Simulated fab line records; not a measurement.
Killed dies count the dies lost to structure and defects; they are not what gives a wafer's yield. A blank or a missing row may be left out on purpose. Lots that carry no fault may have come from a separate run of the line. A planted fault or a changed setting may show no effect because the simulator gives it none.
Split-lot experiment :: flow n5 finfet :: 21 wafers read from 7 lots, route of 1938 steps

THE SPLIT ITSELF
At N5_BEOL_M10_ETCH_41 (etches SiCN in CH3F/O2, target depth 42.6 nm, time 86 s), the setting source w was moved away from the recipe's 395 W on 10 of the 21 wafers read, by -14.9% to +11.9%. All remaining wafers had this setting at the recipe value.

The reading is taken at the split's own step.

THE READING
rf vpp V, in V, at N5_BEOL_M10_ETCH_41 (etches SiCN in CH3F/O2, target depth 42.6 nm, time 86 s). On this fab line, fault-free wafers typically give 297.6 V with a standard deviation of 1.5 V.

wafer: L076.1
tool, chamber at the split: rie diel-02, 3
source w as run, W: 395
against the recipe: recipe
rf vpp V, V: 296.2
against lot-mates on the recipe: -

wafer: L076.3
tool, chamber at the split: rie diel-02, 0
source w as run, W: 336
against the recipe: -14.9%
rf vpp V, V: 314.4
against lot-mates on the recipe: +18.2

wafer: L076.6
tool, chamber at the split: rie diel-02, 1
source w as run, W: 336
against the recipe: -14.9%
rf vpp V, V: 311.3
against lot-mates on the recipe: +15.1

wafer: L078.2
tool, chamber at the split: rie diel-01, 0
source w as run, W: 395
against the recipe: recipe
rf vpp V, V: 297.4
against lot-mates on the recipe: -

wafer: L078.3
tool, chamber at the split: rie diel-01, 1
source w as run, W: 395
against the recipe: recipe
rf vpp V, V: 297.4
against lot-mates on the recipe: -

wafer: L078.6
tool, chamber at the split: rie diel-01, 2
source w as run, W: 395
against the recipe: recipe
rf vpp V, V: 296.7
against lot-mates on the recipe: -

wafer: L080.1
tool, chamber at the split: rie diel-03, 3
source w as run, W: 395
against the recipe: recipe
rf vpp V, V: 297.2
against lot-mates on the recipe: -

wafer: L080.5
tool, chamber at the split: rie diel-03, 2
source w as run, W: 395
against the recipe: recipe
rf vpp V, V: 296.1
against lot-mates on the recipe: -

wafer: L080.6
tool, chamber at the split: rie diel-03, 3
source w as run, W: 373.2
against the recipe: -5.5%
rf vpp V, V: 301.6
against lot-mates on the recipe: +5.0

wafer: L085.1
tool, chamber at the split: rie diel-01, 0
source w as run, W: 395
against the recipe: recipe
rf vpp V, V: 299.1
against lot-mates on the recipe: -

wafer: L085.2
tool, chamber at the split: rie diel-01, 3
source w as run, W: 344.3
against the recipe: -12.8%
rf vpp V, V: 313.6
against lot-mates on the recipe: +14.5

wafer: L085.4
tool, chamber at the split: rie diel-01, 2
source w as run, W: 344.3
against the recipe: -12.8%
rf vpp V, V: 311.3
against lot-mates on the recipe: +12.2

wafer: L086.1
tool, chamber at the split: rie diel-03, 0
source w as run, W: 395
against the recipe: recipe
rf vpp V, V: 297.0
against lot-mates on the recipe: -

wafer: L086.4
tool, chamber at the split: rie diel-03, 3
source w as run, W: 442.1
against the recipe: +11.9%
rf vpp V, V: 285.3
against lot-mates on the recipe: -12.8

wafer: L086.6
tool, chamber at the split: rie diel-03, 1
source w as run, W: 395
against the recipe: recipe
rf vpp V, V: 299.1
against lot-mates on the recipe: -

wafer: L093.2
tool, chamber at the split: rie diel-03, 3
source w as run, W: 365.1
against the recipe: -7.6%
rf vpp V, V: 303.6
against lot-mates on the recipe: +7.7

wafer: L093.5
tool, chamber at the split: rie diel-03, 0
source w as run, W: 395
against the recipe: recipe
rf vpp V, V: 295.9
against lot-mates on the recipe: -

wafer: L093.6
tool, chamber at the split: rie diel-03, 3
source w as run, W: 365.1
against the recipe: -7.6%
rf vpp V, V: 303.4
against lot-mates on the recipe: +7.5

wafer: L094.1
tool, chamber at the split: rie diel-02, 2
source w as run, W: 413.3
against the recipe: +4.6%
rf vpp V, V: 293.9
against lot-mates on the recipe: -1.2

wafer: L094.4
tool, chamber at the split: rie diel-02, 1
source w as run, W: 413.3
against the recipe: +4.6%
rf vpp V, V: 295.5
against lot-mates on the recipe: +0.4

wafer: L094.6
tool, chamber at the split: rie diel-02, 3
source w as run, W: 395
against the recipe: recipe
rf vpp V, V: 295.1
against lot-mates on the recipe: -

FIT RESULTS
A straight line over all 21 wafers: rf vpp V changes by -1.03 V for each +1% of source w; r = -0.98; the points scatter about the line by 1.6 V.
The same after taking each lot's own level away (the mean of its wafers on the recipe; 21 wafers): -1 V for each +1%; r = -0.98; scatter 1.6 V.
The reading moves by 15 V for the largest change in source w, on that fit.
The span of the lots' own levels, 295.10 to 299.10 V, comes to 2.7 times the standard deviation stated above.
The two slopes are in agreement: the lot-to-lot level therefore moves the slope only a little.
Check: +14.8 V against its lot-mates is what the line predicts for one of the wafers moved furthest among these (-14.9%) when that wafer is left out of the fit. It came out at +18.2 V against them.
Tool readings at the split's step, against how far the setting was moved: rf vpp V r = -0.98.

THE WHOLE CHAIN: every reading that the file lists as answering this split, in the file's order
step: N5_BEOL_M10_ETCH_41
what it does: etches SiCN in CH3F/O2, target depth 42.6 nm, time 86 s
reading: rf vpp V
change (the file's fit): -1.03 V for each +1% of the setting
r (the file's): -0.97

step: N5_BEOL_M10_ETCH_41
what it does: etches SiCN in CH3F/O2, target depth 42.6 nm, time 86 s
reading: etch.depth nm (the simulator's own value, which no gauge read)
change (the file's fit): +0.122 nm for each +1% of the setting
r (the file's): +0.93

THE FILE'S OWN FIT
rf vpp V changes by -1.03 V for each +1% of source w, r = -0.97.
